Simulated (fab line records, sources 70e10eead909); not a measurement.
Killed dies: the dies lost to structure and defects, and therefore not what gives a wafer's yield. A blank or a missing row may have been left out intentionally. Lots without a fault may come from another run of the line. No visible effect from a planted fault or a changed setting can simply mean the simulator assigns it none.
Problem report in the 8D (eight disciplines) form, filled by code || flow nand_harc || the parts of the form that need people (team, actions taken, sign-off) are left out

== 1. PROBLEM STATEMENT ==
Wafers without a fault read 998 nm, standard deviation 10; thk_nm at NHARC_A_ONON_D1_THK_MEAS_02 reads a mean of 679 nm on 3 wafers belonging to 3 lots. Relative to the usual mean, that is a shift of -32 standard deviations.
The step: measures by ellipsometry.
First seen on wafer L263.6, day 9 07:59, on film_metro-01. Wafers with a number at this step in the record: 37, from 13 lots. The rule behind "out" and "out of limits": a value lying over 4 standard deviations away from the usual mean. Any other wafer with a number is counted as sound.

== 2. WHAT IT IS, AND WHAT IT ISN'T ==
{"question": "which readings at this step", "is": "thk_nm", "is not": "-"}
{"question": "which lots", "is": "L263, L266, L268", "is not": "L256, L257, L258, L270, L271, L272, L273, L274, L276, L279"}
{"question": "which wafers of those lots", "is": "L263.6, L266.5, L268.6", "is not": "L263.2, L266.1, L268.2, L268.4"}
{"question": "read on which gauges", "is": "film_metro-01, film_metro-02", "is not": "-"}
{"question": "when", "is": "from day 9 07:59", "is not": "up to then (10 sound wafers); but 24 sound wafers of L266, L268, L270, L271, L272, L273, L274, L276, L279 came after"}

== 3. SUSPECTS, AND WHAT RULES EACH OUT ==
Counting: a tool at a process step up to the reading stays a suspect if it ran every lot that is out. Sound lots after the first of them don't rule it out here, since some wafers of a struck lot are sound.
- the gauge at NHARC_A_ONON_D1_THK_MEAS_02 is ruled out. The wafers that are out were read on 2 gauges (film_metro-01, film_metro-02).
- pecvd_onon-03 at NHARC_A_ONON_D1_DEP_00 (target thk 1000 nm): kept. Ran every lot that is out, first one L263 (day 9 07:31); last sound lot up to then L258 (day 7 23:55).
Left after counting: pecvd_onon-03 at NHARC_A_ONON_D1_DEP_00.

== 4. THE CAUSE (what the simulator had put in) ==
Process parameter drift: pecvd_onon-03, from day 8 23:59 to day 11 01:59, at NHARC_A_ONON_D1_DEP_00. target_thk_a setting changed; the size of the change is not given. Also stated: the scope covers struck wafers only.
Counting left only this tool.

== 5. THE CHAIN OF EFFECTS, in route order ==
One row per reading whose mean, taken over the struck wafers that have a number, lies over 3 standard deviations from the usual. Only readings for which the record gives a usual standard deviation are gone through. hours: the time from each lot's start at the first step in this table that gives one to its start at this step, as a median over the lots. sigmas: the change in usual standard deviations.
{"hours": 0, "step": "NHARC_A_ONON_D1_THK_MEAS_02", "reading": "thk_nm", "usual": "998 nm", "on struck wafers": 679, "change": -319, "sigmas": -32}
{"hours": 363, "step": "NHARC_END_SORT_01", "reading": "killed_at_array", "usual": 28, "on struck wafers": 674, "change": "+646", "sigmas": "+59"}
{"hours": 363, "step": "NHARC_END_SORT_01", "reading": "killed_dies", "usual": 31, "on struck wafers": 677, "change": "+646", "sigmas": "+59"}

== 6. WHAT WOULD HAVE CAUGHT IT SOONER ==
In this record the first reading out of limits at a measuring or inspecting step was taken at day 9 07:59, 8 hours after the fault began at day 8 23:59.
Of the lots that are out (3), L266, L268 began NHARC_A_ONON_D1_DEP_00 on pecvd_onon-03 after day 9 07:59. A hold on the tool at that time would have spared those 2.
